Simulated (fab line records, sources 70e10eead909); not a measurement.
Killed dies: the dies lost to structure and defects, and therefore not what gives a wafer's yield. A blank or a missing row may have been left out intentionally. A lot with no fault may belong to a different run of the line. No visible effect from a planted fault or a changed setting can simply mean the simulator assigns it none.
A struck lot beside a sound one | flow nand-harc | 15 out of 1159 route steps
Sound: wafers L991.3, L991.4, L991.6. The struck wafers were L109.4, L109.5, L109.6. Last of all comes the cause.
Each step with rows lists, per side, the tool, then ch with its chambers, then its first start. Under that, the readings that differ: sound wafers | struck wafers | difference of the means | sigmas: that difference in standard deviations of wafers without a fault.
alike: same words and numbers on both sides, and readings whose means sit less than 2 such deviations apart. not compared: any withheld reading, any reading some wafer has no value for, any bound like >300 that may hide the same value, and any number with overlapping values for which the record gives no deviation.
Wherever a step has rows on one side only, a row that says differs or no value, or a row with sigmas, the two part there. When numbers do not overlap yet have no deviation, they are printed without sigmas and do not part them. A reading missing from all wafers of one side parts the sides only when that side holds two or more wafers.

first, 9 steps without rows for these wafers: NHARC_P_BONDPAD_DEHYDRATE_01 (time 120 s); NHARC_P_BONDPAD_HMDS_02 (time 30 s); NHARC_P_BONDPAD_COAT_36 (time 65 s); NHARC_P_BONDPAD_COAT_03 (resist thk 600 nm); NHARC_P_BONDPAD_SOFTBAKE_04 (time 70 s); NHARC_P_BONDPAD_EBR_05; NHARC_P_BONDPAD_EXPOSE_06 (exposes mask P BPAD); NHARC_P_BONDPAD_PEB_07 (peb time 80 s); NHARC_P_BONDPAD_DEVELOP_08 (time 50 s).
NHARC_P_BONDPAD_CD_MEAS_09: the cd target is 500 nm.
  sound on cd-sem-02 ch 0, day 6 17:47; struck on cd-sem-03 ch 0, day 10 17:58
  alike: cd-nm
NHARC_P_BONDPAD_OVL_MEAS_38:
  sound on overlay-01 at day 6 17:53; struck on overlay-02 at day 10 18:03
  alike: overlay-x-nm, overlay-y-nm
then, 1 step without rows for these wafers: NHARC_P_BONDPAD_HARDBAKE_10 (time 65 s).
NHARC_P_BONDPAD_DESCUM_11: chemistry O2, time 3 s.
  sound on rie-diel-13 ch 0,1, day 6 18:00; struck on rie-diel-13 ch 0,1,2, day 10 18:12
  reading          | sound          | struck         | difference | sigmas
  run-length-s (s) | 24.3 24.3 24.6 | 25.7 25.2 25.5 | +1.1       | +3
  alike: drypump-motor-current-A, oes-product-au, rf-vpp-V, showerhead-plenum-p-Torr, throttle-valve-pct
  not compared: rf-hours-counter-h
NHARC_P_BONDPAD_ETCH_37: etches the open film in N2/H2, target depth 60 nm, overetch 18 nm, time 65.91 s.
  sound on rie-diel-13 ch 1,3, day 6 18:08; struck on rie-diel-13 ch 1,2,3, day 10 18:16
  alike: drypump-motor-current-A, oes-product-au, rf-vpp-V, showerhead-plenum-p-Torr, throttle-valve-pct
  not compared: rf-hours-counter-h
after that, 1 step had no rows for these wafers: NHARC_END_SORT_01.

## WHERE THEY PART
Only at NHARC_P_BONDPAD_DESCUM_11, within this record. Later steps at which nothing parts them and some readings are alike: NHARC_P_BONDPAD_ETCH_37.

WHY: whatever the simulator had introduced
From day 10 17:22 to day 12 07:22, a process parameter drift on rie-diel-13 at NHARC_P_BONDPAD_DESCUM_11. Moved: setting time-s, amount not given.
